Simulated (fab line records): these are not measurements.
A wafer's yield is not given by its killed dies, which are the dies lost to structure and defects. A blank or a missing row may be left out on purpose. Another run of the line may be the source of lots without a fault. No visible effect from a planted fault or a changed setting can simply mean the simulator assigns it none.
Split-lot trial + flow n5-finfet + 7 lots, 39 wafers read, on a route of 1938 steps

== ABOUT THE SPLIT ==
At N5_BEOL_M8_TRENCH_ETCH_37 (etches SiCOH lowk in C4F6/O2, target depth 93.478 nm, time 31.2 s), the setting time-s was moved away from the recipe's 31.2 s on 18 of the 39 wafers read, by -59.9% to +35.8%. For the rest of the wafers, this setting stayed at what the recipe calls for.

== FROM THE SPLIT TO THE READING: what the file shows between them, 11 steps ==
- N5_BEOL_M8_ETCH_41: etches SiCN in CH3F/O2, target depth 31.9 nm, time 57.8 s
- N5_BEOL_M8_STRIP_80: strips in N2/H2, time 10 s
- N5_BEOL_M8_OCD_MEAS_38
- N5_BEOL_M8_HM_STRIP_39: strips TiN in peroxide tin strip, target depth 25 nm, time 158 s
- N5_BEOL_M8_SRD_40: time 30 s
- N5_BEOL_M8_ECD_50: material Cu, target thk 300 nm
- N5_BEOL_M8_ANNEAL_51: time 90 s
- N5_BEOL_M8_CMP_52: polishes, stops on SiCOH lowk, t overpolish 6.9 s, target thk 80 nm
- N5_BEOL_M8_THK_MEAS_53: measures by xrf
- N5_BEOL_M8_PRE_CLEAN_55: time 15 s
- N5_BEOL_M8_DEP_56: deposits SiCN from 3MS/NH3, target thk 10 nm, time 17.5 s

== THE READING ==
M8_RS (ohm/sq), read at N5_BEOL_M8_RS_MEAS_57 with a four-point probe. A value of 0.288 ohm/sq with a standard deviation of 0.0068 ohm/sq is what fault-free wafers of this fab line usually give.

| wafer  | tool, chamber at the split | time-s as run, s | against the recipe | M8_RS, ohm/sq | against lot-mates on the recipe |
|--------|----------------------------|------------------|--------------------|---------------|---------------------------------|
| L084.1 | rie-diel-01, 0             | 31.2             | recipe             | 0.288         | -                               |
| L084.2 | rie-diel-01, 1             | 12.96            | -58.5%             | 1.153         | +0.864                          |
| L084.3 | rie-diel-01, 0             | 31.2             | recipe             | 0.294         | -                               |
| L084.4 | rie-diel-01, 1             | 12.96            | -58.5%             | 1.208         | +0.919                          |
| L084.5 | rie-diel-01, 0             | 12.96            | -58.5%             | 1.240         | +0.951                          |
| L084.6 | rie-diel-01, 1             | 31.2             | recipe             | 0.284         | -                               |
| L083.1 | rie-diel-02, 0             | 42.36            | +35.8%             | 0.186         | -0.098                          |
| L083.2 | rie-diel-02, 1             | 42.36            | +35.8%             | 0.192         | -0.092                          |
| L083.3 | rie-diel-02, 2             | 42.36            | +35.8%             | 0.191         | -0.093                          |
| L083.4 | rie-diel-02, 3             | 31.2             | recipe             | 0.285         | -                               |
| L083.5 | rie-diel-02, 3             | 31.2             | recipe             | 0.289         | -                               |
| L083.6 | rie-diel-02, 0             | 31.2             | recipe             | 0.277         | -                               |
| L086.1 | rie-diel-02, 1             | 31.2             | recipe             | 0.284         | -                               |
| L086.2 | rie-diel-02, 0             | 31.2             | recipe             | 0.277         | -                               |
| L086.3 | rie-diel-02, 2             | 31.2             | recipe             | 0.284         | -                               |
| L086.4 | rie-diel-02, 3             | 15.53            | -50.2%             | 0.851         | +0.569                          |
| L086.5 | rie-diel-02, 2             | 15.53            | -50.2%             | 0.833         | +0.551                          |
| L086.6 | rie-diel-02, 1             | 15.53            | -50.2%             | 0.819         | +0.537                          |
| L085.1 | rie-diel-06, 2             | 38.66            | +23.9%             | 0.218         | -0.070                          |
| L085.2 | rie-diel-06, 3             | 31.2             | recipe             | 0.290         | -                               |
| L085.3 | rie-diel-06, 0             | 38.66            | +23.9%             | 0.216         | -0.072                          |
| L085.4 | rie-diel-06, 3             | 38.66            | +23.9%             | 0.216         | -0.072                          |
| L085.5 | rie-diel-06, 2             | 31.2             | recipe             | 0.291         | -                               |
| L085.6 | rie-diel-06, 0             | 31.2             | recipe             | 0.283         | -                               |
| L092.3 | rie-diel-01, 3             | 31.2             | recipe             | 0.288         | -                               |
| L092.4 | rie-diel-01, 0             | 31.2             | recipe             | 0.301         | -                               |
| L092.5 | rie-diel-01, 3             | 31.2             | recipe             | 0.285         | -                               |
| L094.1 | rie-diel-06, 2             | 31.2             | recipe             | 0.285         | -                               |
| L094.2 | rie-diel-06, 1             | 31.2             | recipe             | 0.290         | -                               |
| L094.3 | rie-diel-06, 3             | 31.2             | recipe             | 0.287         | -                               |
| L094.4 | rie-diel-06, 0             | 12.5             | -59.9%             | 1.266         | +0.979                          |
| L094.5 | rie-diel-06, 2             | 12.5             | -59.9%             | 1.448         | +1.161                          |
| L094.6 | rie-diel-06, 1             | 12.5             | -59.9%             | 1.387         | +1.100                          |
| L091.1 | rie-diel-06, 3             | 31.2             | recipe             | 0.290         | -                               |
| L091.2 | rie-diel-06, 2             | 31.2             | recipe             | 0.293         | -                               |
| L091.3 | rie-diel-06, 1             | 40.27            | +29.1%             | 0.206         | -0.087                          |
| L091.4 | rie-diel-06, 1             | 40.27            | +29.1%             | 0.207         | -0.086                          |
| L091.5 | rie-diel-06, 2             | 31.2             | recipe             | 0.297         | -                               |
| L091.6 | rie-diel-06, 3             | 40.27            | +29.1%             | 0.208         | -0.085                          |

FIT RESULTS
A straight line over all 39 wafers: M8_RS changes by -0.0118 ohm/sq for each +1% of time-s; r = -0.93; the points scatter about the line by 0.15 ohm/sq.
The same after taking each lot's own level away (the mean of its wafers on the recipe; 39 wafers): -0.0119 ohm/sq for each +1%; r = -0.93; scatter 0.15 ohm/sq.
That fit puts the effect of the largest move of time-s on the reading at 0.71 ohm/sq.
From 0.2817 to 0.2933 ohm/sq: that is the span of the lots' own levels, equal to 1.7 times the standard deviation above.
The two slopes agree, so the slope changes little with the lot-to-lot level.
Check: with one of the wafers moved furthest among these (-59.9%) left out of the fit, the line predicts +0.795 ohm/sq for it against its lot-mates. It came out at +0.979 ohm/sq against them.

== THESE WAFERS: OTHER SPLITS ==
Note: prior to the reading, these wafers also went through further splits. Each is held against what the fit with the lots' levels taken away leaves over:
| other split on the same wafers     | wafers away from the commonest value | r with M8_RS (lot level and that fit taken away) |
|------------------------------------|--------------------------------------|--------------------------------------------------|
| N5_BEOL_M6_ILD_DEP_00 target-thk-a | 15                                   | +0.00                                            |

== THE WHOLE CHAIN: every reading that the file lists as answering this split, in the file's order ==
| step                      | what it does                                                        | reading                                                                          | change (the file's fit)                | r (the file's) |
|---------------------------|---------------------------------------------------------------------|----------------------------------------------------------------------------------|----------------------------------------|----------------|
| N5_BEOL_M8_TRENCH_ETCH_37 | etches SiCOH lowk in C4F6/O2, target depth 93.478 nm, time 31.2 s   | BEOL_M8.feature-depth-nm (the simulator's own value, which no gauge read)        | +0.934 nm for each +1% of the setting  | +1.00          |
| N5_BEOL_M8_TRENCH_ETCH_37 | etches SiCOH lowk in C4F6/O2, target depth 93.478 nm, time 31.2 s   | etch.depth-nm (the simulator's own value, which no gauge read)                   | +0.933 nm for each +1% of the setting  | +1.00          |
| N5_BEOL_M8_TRENCH_ETCH_37 | etches SiCOH lowk in C4F6/O2, target depth 93.478 nm, time 31.2 s   | TiN_of_BEOL_M8_HM_DEP_02.thk-nm (the simulator's own value, which no gauge read) | -0.0272 nm for each +1% of the setting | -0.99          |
| N5_BEOL_M8_OCD_MEAS_38    |                                                                     | trench-depth-nm                                                                  | +0.935 nm for each +1% of the setting  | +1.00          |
| N5_BEOL_M8_CMP_52         | polishes, stops on SiCOH lowk, t overpolish 6.9 s, target thk 80 nm | Cu_of_BEOL_M8_ECD_50.thk-nm (the simulator's own value, which no gauge read)     | +0.933 nm for each +1% of the setting  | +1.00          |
| N5_BEOL_M8_THK_MEAS_53    | measures by xrf                                                     | M8_THK                                                                           | +0.932 for each +1% of the setting     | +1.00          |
| N5_BEOL_M8_RS_MEAS_57     | measures by four-point-probe                                        | M8_RS                                                                            | -0.0125 for each +1% of the setting    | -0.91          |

== FILE'S OWN FIT ==
M8_RS changes by -0.0125 ohm/sq for each +1% of time-s, r = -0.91.
